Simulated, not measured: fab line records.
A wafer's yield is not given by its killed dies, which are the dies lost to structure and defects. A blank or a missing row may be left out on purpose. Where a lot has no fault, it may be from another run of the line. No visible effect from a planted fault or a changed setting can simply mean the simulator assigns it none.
Which of the tools did it?    flow n5-finfet    Sampling: 14 lots, 37 wafers, 4 of 1938 route steps

WHAT THE GAUGES READ, wafer by wafer
N5_BEOL_M11_INSPECT_13: inspects for defects (brightfield).
lot   measured      on                 raw-defect-count
L853  day 10 18:33  defect-inspect-02  446 481 441
L854  day 10 20:10  defect-inspect-02  454 444
L855  day 10 20:15  defect-inspect-02  383 379 419
L852  day 11 08:22  defect-inspect-02  403 344 481
L857  day 11 13:56  defect-inspect-01  327 296
L860  day 12 06:59  defect-inspect-01  413 354
L862  day 13 01:36  defect-inspect-01  531 368 364
L865  day 13 20:24  defect-inspect-02  496 542
L866  day 14 02:34  defect-inspect-02  337 476 342
L869  day 14 10:14  defect-inspect-02  473 313 429
L870  day 14 22:59  defect-inspect-02  483 476 499
L871  day 15 05:40  defect-inspect-01  531 569
L873  day 15 11:33  defect-inspect-01  393 428 440
L874  day 16 02:41  defect-inspect-01  375 319 370

N5_BEOL_M11_CD_MEAS_18: pitch 140 nm, target cd 70 nm.
lot   measured      on         cd-nm (nm)
L853  day 10 19:04  cd-sem-01  70.2 69.7 69.8
L854  day 10 20:40  cd-sem-02  70.1 70.3
L855  day 10 20:44  cd-sem-02  69.0 68.8 70.1
L852  day 11 08:56  cd-sem-03  69.2 69.2 69.6
L857  day 11 14:26  cd-sem-01  70.2 70.2
L860  day 12 07:28  cd-sem-02  69.8 69.4
L862  day 13 02:05  cd-sem-01  70.6 69.0 69.7
L865  day 13 20:56  cd-sem-02  69.9 70.2
L866  day 14 03:03  cd-sem-01  70.3 70.4 70.7
L869  day 14 10:43  cd-sem-03  70.1 70.2 68.8
L870  day 14 23:45  cd-sem-03  70.4 70.6 70.0
L871  day 15 06:25  cd-sem-02  70.2 70.3
L873  day 15 12:02  cd-sem-02  69.2 68.6 69.6
L874  day 16 03:20  cd-sem-01  69.9 70.0 70.2

N5_BEOL_M11_OVL_MEAS_29.
lot   measured      on          V10_OVL (nm)
L853  day 10 20:56  overlay-02  -0.7 -1.6 -1.1
L854  day 10 21:10  overlay-01  0.7 0.2
L855  day 10 21:20  overlay-02  -0.9 -0.2 0.0
L852  day 11 09:32  overlay-01  0.0 1.1 -0.3
L857  day 11 16:31  overlay-01  0.0 -1.0
L860  day 12 07:53  overlay-01  0.2 0.0
L862  day 13 04:36  overlay-02  -1.8 -0.5 -0.6
L865  day 13 23:11  overlay-01  -0.9 -0.2
L866  day 14 03:29  overlay-02  -0.5 -0.4 -0.2
L869  day 14 11:33  overlay-01  0.9 -0.5 0.6
L870  day 15 00:29  overlay-01  0.5 0.6 0.2
L871  day 15 10:31  overlay-01  0.2 -0.3
L873  day 15 12:34  overlay-02  -0.1 -0.2 -0.1
L874  day 16 04:10  overlay-02  1.1 0.2 -0.5

TOOL THAT RAN EACH LOT (tool first, then ch and the chambers of the sampled wafers, then the start)
lot   N5_BEOL_M11_COAT_22
L853  litho-track-03 ch 0, day 10 20:31
L854  litho-track-04 ch 0, day 10 20:46
L855  litho-track-05 ch 0, day 10 20:49
L852  litho-track-05 ch 0, day 11 09:16
L857  litho-track-03 ch 0, day 11 16:07
L860  litho-track-05 ch 0, day 12 07:37
L862  litho-track-05 ch 0, day 13 04:19
L865  litho-track-04 ch 0, day 13 22:47
L866  litho-track-04 ch 0, day 14 03:05
L869  litho-track-03 ch 0, day 14 11:17
L870  litho-track-04 ch 0, day 15 00:05
L871  litho-track-04 ch 0, day 15 10:07
L873  litho-track-04 ch 0, day 15 12:17
L874  litho-track-04 ch 0, day 16 03:37
- N5_BEOL_M11_COAT_22: resist thk 90 nm.

AS READ BY THE TOOLS THEMSELVES (means over the sampled wafers that have a number; for cases with no such wafer, the mark the record gives instead)
N5_BEOL_M11_COAT_22.
lot   tool            spin-speed-rpm (rpm)
L853  litho-track-03  1499.2
L854  litho-track-04  1500.0
L855  litho-track-05  1499.4
L852  litho-track-05  1499.5
L857  litho-track-03  1499.1
L860  litho-track-05  1595.2
L862  litho-track-05  1597.8
L865  litho-track-04  1499.8
L866  litho-track-04  1500.1
L869  litho-track-03  1500.2
L870  litho-track-04  1500.9
L871  litho-track-04  1501.3
L873  litho-track-04  1500.0
L874  litho-track-04  1500.4

THE ANSWER, worked out from the rows above alone
Rule: what is usual is taken from the lots themselves. The widest of any qualifying gaps counts: lots, ordered by their means at a reading, are off when they make up no more than a third of the lots, leave a main group of 4 or more, and stand apart from it by 3 or more times the standard deviation of that group's means. A main group is skipped when, at the precision printed for the reading in the tables above, its means are all equal. A lot without any number at a reading at which 4 lots or more have one is off too. All remaining lots with rows at the step are treated as sound. Order of review: gauges by route order, followed by the tools' own readings, for which a lot's mean as printed above is used. The first step at which some lot is off is used, and at that step the reading that is off furthest; a lot without a number counts as furthest.
Off at N5_BEOL_M11_COAT_22 (spin-speed-rpm): L860, L862. Mean 1500.0 rpm and standard deviation 0.63 in the main group.
If a tool, at that step or one of the process steps before it, ran each lot that is off and ran no sound lot following the first of them, it fits. One fits: litho-track-05 at N5_BEOL_M11_COAT_22. Its last sound lot is L852 (day 11 09:16), its first lot that is off L860 (day 12 07:37): a fault that began between those two fits.
On the lots that are off, the tool's own readings at N5_BEOL_M11_COAT_22 differ by more than 5 times the standard deviation of the sound lots' means, which bears it out; spin-speed-rpm reads 1596.5 rpm there versus 1500.0 rpm on the sound lots.

WHAT THE SIMULATOR HAD PUT IN
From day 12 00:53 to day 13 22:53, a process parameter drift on litho-track-05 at N5_BEOL_M11_COAT_22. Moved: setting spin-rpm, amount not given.
Struck lots among those shown: L860, L862. The rule above found the same.
